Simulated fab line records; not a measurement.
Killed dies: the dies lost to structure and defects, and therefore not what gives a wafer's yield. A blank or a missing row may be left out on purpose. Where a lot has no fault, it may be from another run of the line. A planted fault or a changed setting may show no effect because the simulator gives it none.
fab line records	flow nand_harc
[record] lots = 6	wafers = 18	last_day = 33
route steps=1302 shown A_STAIRCASE@690 END@1302
lots that met no fault: taken from a fault-free run of the same line
start_h: hours from the record's first day to the start of the lot's first wafer shown	wait_h: hours elapsed since this lot's preceding step	" unchanged from the row above	L1.1+2: a row that stands for several wafers	- either no value or no given start	* or withheld: withheld	< > ~ a bound
route shown NAME@n: names a module that has steps shown in the file, with the first one's number in the route	usual: mean/standard deviation of fault-free wafers	same: alike in all rows	chamber/n: place in a boat	sites: each site's reading	_std_site: their standard deviation	_edge_site: mean of outer sites minus mean of inner sites	radius_mm: for every site, how far away it sits from the centre of the wafer	mask NAME#n: copy n	behind: tool/chamber where the wafer was last shaped	hold: what put the lot on hold/how long, in hours/how the hold closed	device: the transistor (n, p or np) that didn't switch	end of line: the route-end tests of the same wafers	for a step that has no rows: nothing shown but its recipe	killed: at the first sort, the dies lost to defects and structure; wafer yield is something else	map: the dies of a wafer, with x for killed, . for not killed, _ for no die there
set.NAME: the setting as run; set.NAME@STEP: as run at that earlier step	model.NAME: the simulator's own value behind a step, which no gauge read
lots seen at some steps along the route; tables by step, rows by wafer
services: a tool's chamber out of use, with start hour (start_h, from the record's first day; less than 0 if before it), hours out, and reason
[[steps]]
[step NHARC_A_STAIRCASE_DEHYDRATE_176]
[recipe] temp_c = 150	time_s = 120
[step NHARC_A_STAIRCASE_HMDS_177]
[recipe] time_s = 30
[step NHARC_A_STAIRCASE_COAT_178]
[recipe] spin_rpm = 1200
[step NHARC_A_STAIRCASE_SOFTBAKE_179]
[recipe] temp_c = 135	time_s = 170
[step NHARC_A_STAIRCASE_EBR_180]
[step NHARC_A_STAIRCASE_EXPOSE_181]
[recipe] na = 0.5	dose_mj = 27.87	mask_id = STAIR_2
[step NHARC_A_STAIRCASE_PEB_182]
[recipe] peb_temp_c = 115	peb_time_s = 130
[step NHARC_A_STAIRCASE_DEVELOP_183]
[recipe] time_s = 140
[step NHARC_A_STAIRCASE_HARDBAKE_185]
[recipe] temp_c = 120	time_s = 140
[step NHARC_A_STAIRCASE_DESCUM_186]
[recipe] time_s = 3	o2_flow_sccm = 200	ar_flow_sccm = 0	bias_power_w = 0	chemistry = O2
[usual] drypump_motor_current_A = 6.0/0.32	oes_product_au = 1.003/0.013	rf_vpp_V = 57.7/0.82	showerhead_plenum_p_Torr = 1.93/0.094	throttle_valve_pct = 11.311/0.0093
[same] time_s = 3
lot.wafer	tool	chamber	start_h	wait_h	drypump_motor_current_A	oes_product_au	rf_hours_counter_h	rf_vpp_V	showerhead_plenum_p_Torr	throttle_valve_pct
L507.4	rie_diel-12	2	368.10	-	5.4	1.035	27	58.2	1.86	11.290
L507.3	"	3	"	"	5.7	1.006	29	58.9	1.94	11.303
L507.5	"	0	"	"	6.0	1.007	-	57.4	1.97	11.308
L510.3	rie_diel-13	0	387.78	-	6.3	1.004	9	59.4	1.97	11.315
L510.1	"	1	"	"	6.4	0.975	9	56.5	2.07	11.320
L510.4	"	3	"	"	5.6	1.015	11	55.4	1.79	11.312
L514.2	rie_diel-13	0	441.10	-	6.3	0.986	29	57.8	1.96	11.310
L514.3	"	3	"	"	5.5	1.003	31	56.7	1.78	11.291
L514.6	"	2	"	"	6.5	1.016	-	56.4	1.90	11.331
L517.4	rie_diel-13	0	465.81	-	6.3	0.993	41	58.0	1.95	11.319
L517.1	"	1	"	"	6.4	0.970	28	57.7	2.07	11.317
L517.6	"	0	"	"	6.3	0.991	-	57.4	1.96	11.307
L525.4	rie_diel-03	2	542.03	-	6.0	0.980	23	56.9	1.81	11.307
L525.3	"	3	"	"	5.9	0.989	23	58.7	2.01	11.302
L525.1	"	0	"	"	6.1	1.025	21	57.0	1.85	11.319
L528.3	rie_diel-03	3	578.37	-	5.9	0.996	33	57.4	2.00	11.309
L528.2	"	1	"	"	6.2	1.011	34	57.0	2.06	11.327
L528.5	"	3	"	"	5.9	1.007	-	57.7	2.00	11.297
[step NHARC_A_STAIRCASE_TRIM_187]
[recipe] time_s = 211.2	o2_flow_sccm = 500	ar_flow_sccm = 0	bias_w = 0	chemistry = O2
[usual] drypump_motor_current_A = 6.0/0.33	oes_product_au = 1.001/0.013	rf_vpp_V = 57.7/0.86	showerhead_plenum_p_Torr = 3.54/0.17	throttle_valve_pct = 17.037/0.0086
[same] time_s = 211.2
lot.wafer	tool	chamber	start_h	wait_h	drypump_motor_current_A	oes_product_au	rf_hours_counter_h	rf_vpp_V	showerhead_plenum_p_Torr	throttle_valve_pct
L507.3	rie_diel-12	2	368.17	0.1	5.4	1.029	27	57.4	3.44	17.031
L507.4	"	1	"	"	5.7	0.998	26	58.1	3.37	17.027
L507.5	"	2	"	"	5.4	1.026	-	57.5	3.44	17.048
L510.4	rie_diel-13	2	387.86	0.1	6.5	1.008	11	57.6	3.52	17.040
L510.3	"	3	"	"	5.6	1.008	11	56.5	3.31	17.053
L510.1	"	0	"	"	6.3	0.981	9	59.5	3.62	17.027
L514.3	rie_diel-13	3	441.22	0.1	5.5	1.008	31	57.0	3.30	17.036
L514.2	"	0	"	"	6.3	0.989	29	57.3	3.61	17.026
L514.6	"	0	"	"	6.3	0.981	-	56.7	3.61	17.032
L517.1	rie_diel-13	3	465.91	0.1	5.6	1.000	44	57.4	3.29	17.027
L517.4	"	0	"	"	6.3	0.987	41	57.5	3.60	17.036
L517.6	"	2	"	"	6.5	1.004	-	56.9	3.50	17.049
L525.4	rie_diel-03	0	542.26	0.2	6.2	1.016	21	57.9	3.42	17.040
L525.1	"	1	"	"	6.2	0.996	21	58.1	3.80	17.040
L525.3	"	3	"	"	5.9	0.980	23	58.2	3.69	17.016
L528.3	rie_diel-03	3	578.48	0.1	5.9	1.002	33	57.9	3.68	17.033
L528.2	"	0	"	"	6.1	1.028	35	57.5	3.42	17.053
L528.5	"	1	"	"	6.2	1.006	-	57.4	3.79	17.050
[step NHARC_A_STAIRCASE_ETCH_188]
[recipe] target_depth_a = 1000	time_s = 40.5	ion_energy_ev = 400	c4f8_flow_sccm = 20	o2_flow_sccm = 10	ar_flow_sccm = withheld	rf_w = 600	bias_w = 1000	chemistry = C4F8/O2
[usual] oes_product_au = 0.945/0.02	rf_vpp_V = 897/5.9
[same] time_s = 40.5
lot.wafer	tool	chamber	start_h	wait_h	oes_product_au	rf_hours_counter_h	rf_vpp_V
L507.4	rie_diel-12	0	368.33	-	0.956	28	900
L507.3	"	2	"	"	0.969	27	892
L507.5	"	0	"	"	0.963	-	901
L510.4	rie_diel-13	2	388.02	-	0.951	11	896
L510.3	"	3	"	"	0.975	11	888
L510.1	"	1	"	"	0.939	9	907
L514.3	rie_diel-13	2	441.38	-	0.955	28	895
L514.2	"	0	"	"	1.078	29	900
L514.6	"	3	"	"	0.948	-	887
L517.4	rie_diel-13	1	466.25	-	0.918	28	906
L517.1	"	0	"	"	1.049	41	898
L517.6	"	2	"	"	0.935	-	896
L525.4	rie_diel-03	2	543.94	-	0.922	24	892
L525.3	"	0	"	"	0.958	22	892
L525.1	"	1	"	"	0.933	21	906
L528.3	rie_diel-03	3	578.60	-	0.950	33	902
L528.2	"	2	"	"	0.935	38	889
L528.5	"	3	"	"	0.943	-	901
[step NHARC_A_STAIRCASE_TRIM_189]
[recipe] time_s = 211.2	o2_flow_sccm = 500	ar_flow_sccm = 0	bias_w = 0	chemistry = O2
[usual] drypump_motor_current_A = 6.0/0.33	oes_product_au = 1.004/0.014	rf_vpp_V = 57.8/0.88	showerhead_plenum_p_Torr = 3.54/0.16	throttle_valve_pct = 17.036/0.0092
[same] time_s = 211.2
lot.wafer	tool	chamber	start_h	wait_h	drypump_motor_current_A	oes_product_au	rf_hours_counter_h	rf_vpp_V	showerhead_plenum_p_Torr	throttle_valve_pct
L507.4	rie_diel-12	1	-	-	5.7	0.995	26	57.2	3.37	17.038
L507.3	"	2	"	"	5.4	1.026	27	57.5	3.44	17.046
L507.5	"	0	"	"	6.0	0.996	-	57.7	3.63	17.031
L510.1	rie_diel-13	1	-	-	6.5	0.975	10	59.8	3.80	17.039
L510.3	"	3	"	"	5.6	1.017	11	57.4	3.31	17.030
L510.4	"	0	"	"	6.4	1.001	9	59.4	3.62	17.038
L514.2	rie_diel-13	3	-	-	5.6	1.004	31	56.6	3.30	17.035
L514.3	"	2	"	"	6.5	1.013	28	57.8	3.51	17.034
L514.6	"	2	"	"	6.5	1.017	-	57.8	3.51	17.032
L517.4	rie_diel-13	2	-	-	6.5	1.022	39	57.2	3.50	17.029
L517.1	"	0	"	"	6.3	1.008	42	57.1	3.60	17.030
L517.6	"	2	"	"	6.5	1.027	-	57.3	3.50	17.024
L525.4	rie_diel-03	1	-	-	6.2	0.990	22	58.9	3.80	17.023
L525.1	"	2	"	"	6.0	0.984	24	56.3	3.35	17.033
L525.3	"	3	"	"	5.9	0.987	25	56.4	3.69	17.036
L528.2	rie_diel-03	0	-	-	6.2	1.017	35	56.8	3.42	17.039
L528.3	"	3	"	"	5.9	1.001	33	58.2	3.68	17.039
L528.5	"	1	"	"	6.2	0.998	-	59.5	3.79	17.051
[step NHARC_END_SORT_01]
[recipe] temp_c = 25
[usual] killed_at_array = 63/27	killed_at_other = 0.7/1.2	killed_at_periphery = 3.1/2	killed_dies = 67/28	killed_open = 3.0/1.9	killed_short = 2.2/1.5
[same] gross_dies = 677
lot.wafer	tool	chamber	start_h	wait_h	killed_at_array	killed_at_other	killed_at_periphery	killed_dies	killed_open	killed_short
L514.2	prober-02	0	645.13	2.8	400	1	6	407	5	3
L517.1	prober-01	0	669.53	2.5	376	0	2	378	2	0
L525.1	prober-02	0	771.54	2.5	92	0	1	93	2	2
L525.3	prober-02	0	773.14	3.1	80	1	2	83	3	3
L525.4	prober-02	0	773.94	3.4	94	0	1	95	4	4
// killed by level:class
L514.2 A_STAIRCASE:area_etch=268 A_SLIT:chamber_film_flake=38 A_CHANNEL_HOLE_D2:chamber_film_flake=34 A_CHANNEL_HOLE_D1:chamber_film_flake=33 A_STAIRCASE:chamber_film_flake=11 A_CONTACT:chamber_film_flake=8 A_DECK1_JOINT:geometric_particle:open=2 P_ZERO_WELL:chamber_film_flake=2
L517.1 A_STAIRCASE:area_etch=316 A_SLIT:chamber_film_flake=35 A_CHANNEL_HOLE_D2:chamber_film_flake=12 A_CHANNEL_HOLE_D1:chamber_film_flake=6 A_STAIRCASE:chamber_film_flake=3 P_ZERO_WELL:chamber_film_flake=2 A_WL_FILL:chamber_film_flake=2 A_ONON_D1:geometric_particle:open=1
L525.1 A_CHANNEL_HOLE_D1:chamber_film_flake=36 A_SLIT:chamber_film_flake=28 A_CHANNEL_HOLE_D2:chamber_film_flake=19 A_CONTACT:chamber_film_flake=5 P_CONTACT:geometric_particle:short=1 A_DECK1_JOINT:geometric_particle:short=1 A_CONTACT:geometric_particle:open=1 A_M1:geometric_particle:open=1
L525.3 A_CHANNEL_HOLE_D1:chamber_film_flake=28 A_SLIT:chamber_film_flake=24 A_CHANNEL_HOLE_D2:chamber_film_flake=13 A_CONTACT:chamber_film_flake=5 A_ZERO_WELL:chamber_film_flake=4 P_CONTACT:geometric_particle:open=1 P_M0:geometric_particle:open=1 A_CHANNEL_HOLE_D1:geometric_particle:short=1
L525.4 A_CHANNEL_HOLE_D1:chamber_film_flake=34 A_SLIT:chamber_film_flake=28 A_CHANNEL_HOLE_D2:chamber_film_flake=17 A_CONTACT:chamber_film_flake=5 A_WL_FILL:geometric_particle:short=2 A_CHANNEL_HOLE_D1:geometric_particle:short=1 A_CHANNEL_FILL_D1:geometric_particle:open=1 A_DECK1_JOINT:geometric_particle:short=1
// map L514.2 (x killed, . not)
____________x____________
_________xxx.x.._________
_______...xxxxx..._______
______....xxxx.x..x______
_____....xxxxxxx...._____
____...x.xx.xxx....x.____
____xxxx..x.x.xx.....____
___..x...xx.xx........___
___.xx.x.xx.xx.x.x.x.x___
__.xxx.x.xxx.x.xx.x....__
__...xxx.x..xxx.x.x....__
_xx.xxxx.xxxxxxx.x.x...._
_.x.xxxxxxxxxxxxxx.x...._
_.x..x.xxxxxxxxx..x....._
_...xxxxxxxxxxxxxx.x...._
_.x..xxxxxxxxxxx........_
..xxxxxx.xxxxxxxx.x..xx..
......xxxxxxxx.x.x..x....
xxxxxxxxx.xxxxxxxxxxx..x.
x...xxxxxxxxxxxxxx.....x.
..xxxxxxxxxxxx.xxxxx.....
_.xx.xxxxxxx.xxxxx...x.._
_.xx.xxxx.xxxxxxxxxx...._
_.x.xxxxxxx.xxxxxx...x.._
_.xxxxxxxxxxxxxx.xxxxxx._
_.x.xxxx.xxxxxxxxxxxx..x_
__xxxxxx.xxxxxxxxxx.x..__
__..x.xxxxxxxxxxx.x....__
___.xx.x.xx.xxxxxxx.x.___
___.x.xxxxxxxxxx.x..x.___
____x.x.xx.xxxxx.x...____
____xxx.xx.xxxxxx.x..____
_____...x.xx..x.x..._____
______..xx..x.xx...______
_______.x.....x.xx_______
_________x.xx.xx_________
____________.____________
// map L517.1 (x killed, . not)
____________.____________
_________......._________
_______..........._______
______.............______
_____..............._____
____.....x.x.x.x.....____
____.x..xxx.xxx.xx.x.____
___....x.xxxxxx.xxx...___
___....xxxxxxxx.x.x...___
__....xxxxxxxxx.x..xx..__
__...xxxx.xxxxxx..x....__
_....xxxxxxxxxxxxxxxx..._
_..x.xx.xxxxxxxxxx.xx..._
_...xxxxxxxxxxxxxx.x...._
_x..x.xxxxxxxxxxxxx..x.._
_....xxxxxxxxxxxxxx....._
xxxxxxxx.xxxxxxxxxxx.x...
....xxxxxxxxxxxxxxxx.....
.x.xxxxxxxxxxxxxxxxx..x..
...xxxxxxxxxxxxxxxxxxx...
....x.xxxxxxxxxxxxxxx....
_..xxxxxxxxxxxxxxxx....._
_.x.xxxx.xxxxxxxxxx..x.._
_.xx.xxxxxxxxxxxxxxx..x._
_...xxxxxxxxxxxxxxx....._
_x..xxxxxxxxxxxxxxx....x_
__.xx..xx.xxxxxxx..x...__
__.x.x.xxxxxxxxxxxxx...__
___x.x.xxxx.xxxxxxx...___
___....xxxxxxxxx.x....___
____..x....xxxx.xx...____
____....xx.xxxxx..x..____
_____......x..x....._____
______.x..x.x......______
_______....x...x.._______
_________......x_________
____________.____________
[[services]]
tool	chamber	start_h	hours	kind
rie_diel-13	0	351.05	-	clean
rie_diel-13	1	351.05	-	clean
rie_diel-13	1	351.05	-	consumable_replace:showerhead
rie_diel-13	2	351.05	-	clean
rie_diel-13	3	351.05	-	clean
rie_diel-13	0	375.58	-	clean
rie_diel-13	1	375.58	-	clean
rie_diel-13	2	375.58	-	clean
rie_diel-13	3	375.58	-	clean
rie_diel-12	3	391.16	15.7	repair
rie_diel-12	1	393.31	17.1	repair
rie_diel-13	0	400.08	-	clean
rie_diel-13	1	400.08	-	clean
rie_diel-13	2	400.08	-	clean
rie_diel-13	3	400.08	-	clean
rie_diel-03	0	407.54	3.3	repair
rie_diel-13	0	424.58	-	clean
rie_diel-13	1	436.55	14.8	repair
rie_diel-12	-	446.76	9.0	pm
rie_diel-03	-	460.50	9.0	pm
rie_diel-13	1	511.94	4.5	repair
rie_diel-13	-	519.68	9.0	pm
rie_diel-12	0	537.58	4.4	repair
rie_diel-03	3	568.58	8.0	repair
[[key]]
[first_sign] step = NHARC_A_STAIRCASE_ETCH_188	reading = oes_product_au	direction = up	sigmas = 5.9	usual = 0.945	struck = 1.064
[effect] step = NHARC_END_SORT_01	reading = killed_at_array	direction = up	sigmas = 12	usual = 63	struck = 388
[more_kills_born_at] NHARC_A_STAIRCASE_ETCH_188@rie_diel-13 = 584
met_at NHARC_A_STAIRCASE_ETCH_188
struck_wafers L514.2,L517.1
tester_left_out L514,L517
[fault] kind = process_parameter_drift	tool = rie_diel-13	chamber = 0	onset_h = 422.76	steps = NHARC_A_STAIRCASE_ETCH_188	channel = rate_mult	offset = 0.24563	shape = step	end_h = 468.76
// tester_left_out: of these lots the tester's yield and bins aren't shown, on N5 and GAA mostly nor the transistor test; their killed dies are dies lost to structure and defects alone, not to doping, threshold or leakage, so they don't give the yield
